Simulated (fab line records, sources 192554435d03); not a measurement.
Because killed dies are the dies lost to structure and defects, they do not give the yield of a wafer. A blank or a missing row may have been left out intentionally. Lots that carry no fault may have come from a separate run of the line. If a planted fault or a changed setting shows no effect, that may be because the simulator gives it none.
Matching of chambers / flow n5-finfet / 4 sister chambers for N5_BEOL_M5_ALD_86 on ald-metal-04
The step deposits TaN, pulse time 2 s, purge time 3 s, co reactant purge time 2 s. 4 wafers are shown with their chamber, then 7 later ones without.

EACH WAFER AND ITS CHAMBER
wafer=L697.2; chamber=1; heater-power-w (W)=377
wafer=L697.5; chamber=3; heater-power-w (W)=422
wafer=L703.3; chamber=2; heater-power-w (W)=402
wafer=L703.5; chamber=0; heater-power-w (W)=416

WAFERS WITH NO CHAMBER GIVEN
wafer=L703.6; heater-power-w (W)=434
wafer=L707.2; heater-power-w (W)=370
wafer=L707.3; heater-power-w (W)=426
wafer=L707.6; heater-power-w (W)=389
wafer=L712.1; heater-power-w (W)=425
wafer=L712.2; heater-power-w (W)=408
wafer=L712.3; heater-power-w (W)=377

EACH ONE'S CHAMBER
wafer=L703.6; from the rows above=can't be placed: 3 or 0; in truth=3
wafer=L707.2; from the rows above=1; in truth=1
wafer=L707.3; from the rows above=can't be placed: 3 or 0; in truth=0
wafer=L707.6; from the rows above=can't be placed: 1 or 2 or 0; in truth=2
wafer=L712.1; from the rows above=can't be placed: 3 or 0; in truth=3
wafer=L712.2; from the rows above=can't be placed: 2 or 0 or 3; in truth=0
wafer=L712.3; from the rows above=1; in truth=1
Placed correctly: 2 of 7. These rows do not allow placing 5 (true chamber among the candidates in 5). Number placed wrongly: 0.
How it was worked out, from the rows above alone: a wafer's distance from a chamber is the root of the sum, over the readings, of the square of ((its reading less the chamber's mean) divided by the reading's scatter). If the next closest chamber is less than 2 further off than the closest, the wafer can't be placed; otherwise it belongs to the closest. A chamber's mean is the mean of its shown wafers. The scatter (one wafer shown for each chamber): square how far every hidden wafer sits from the nearest shown wafer, average those squares and take the square root.
